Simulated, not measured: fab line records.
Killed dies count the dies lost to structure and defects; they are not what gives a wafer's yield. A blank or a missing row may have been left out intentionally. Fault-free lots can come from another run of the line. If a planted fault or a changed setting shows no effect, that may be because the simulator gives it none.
Matching of chambers + flow n5_finfet + N5_BEOL_M8_CURE_75 on uv_cure-01: 3 sister chambers
The step cures SiCOH lowk, time 120 s. 6 wafers are shown with their chamber, then 12 later ones without.

## WAFERS, EACH WITH ITS CHAMBER
| wafer  | chamber | wafer_temp_C_max | lamp_power_pct (%) |
|--------|---------|------------------|--------------------|
| L079.4 | 0       | 373.0            | 52.35              |
| L079.6 | 0       | 373.6            | 52.37              |
| L082.5 | 2       | 370.9            | 52.24              |
| L082.6 | 2       | 371.3            | 52.37              |
| L092.4 | 1       | 373.1            | 52.39              |
| L092.5 | 1       | 372.5            | 52.32              |

## WAFERS WHOSE CHAMBER IS MISSING
| wafer  | wafer_temp_C_max | lamp_power_pct (%) |
|--------|------------------|--------------------|
| L091.1 | 371.6            | 52.33              |
| L091.3 | 371.7            | 52.38              |
| L091.4 | 371.8            | 52.26              |
| L094.2 | 371.3            | 52.33              |
| L094.5 | 371.0            | 52.27              |
| L094.6 | 371.6            | 52.16              |
| L093.1 | 372.6            | 52.37              |
| L093.4 | 372.6            | 52.37              |
| L093.5 | 372.0            | 52.33              |
| L097.1 | 372.0            | 52.31              |
| L097.2 | 373.0            | 52.24              |
| L097.5 | 372.7            | 52.23              |

## WHICH CHAMBER EACH ONE RAN IN
| wafer  | from the rows above          | in truth |
|--------|------------------------------|----------|
| L091.1 | can't be placed: 2 or 1      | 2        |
| L091.3 | can't be placed: 2 or 1      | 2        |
| L091.4 | can't be placed: 2 or 1      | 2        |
| L094.2 | 2                            | 2        |
| L094.5 | 2                            | 2        |
| L094.6 | can't be placed: 2 or 1      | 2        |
| L093.1 | can't be placed: 1 or 0      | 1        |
| L093.4 | can't be placed: 1 or 0      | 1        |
| L093.5 | can't be placed: 1 or 2 or 0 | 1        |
| L097.1 | can't be placed: 1 or 2 or 0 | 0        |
| L097.2 | can't be placed: 1 or 0      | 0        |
| L097.5 | can't be placed: 1 or 0      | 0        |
Correctly placed: 2 of 12. These rows do not allow placing 10 (true chamber among the candidates in 10). 0 placed wrongly.
How it was worked out, from the rows above alone: a wafer's distance from a chamber is the root of the sum, over the readings, of the square of ((its reading less the chamber's mean) divided by the reading's scatter). If the next closest chamber is less than 2 further off than the closest, the wafer can't be placed; otherwise it belongs to the closest. Each chamber's mean is taken over the wafers shown for it. How the scatter is found: for the shown wafers, subtract from each reading the mean of its chamber, square and add these, divide the total by (wafers less chambers), then take the root.
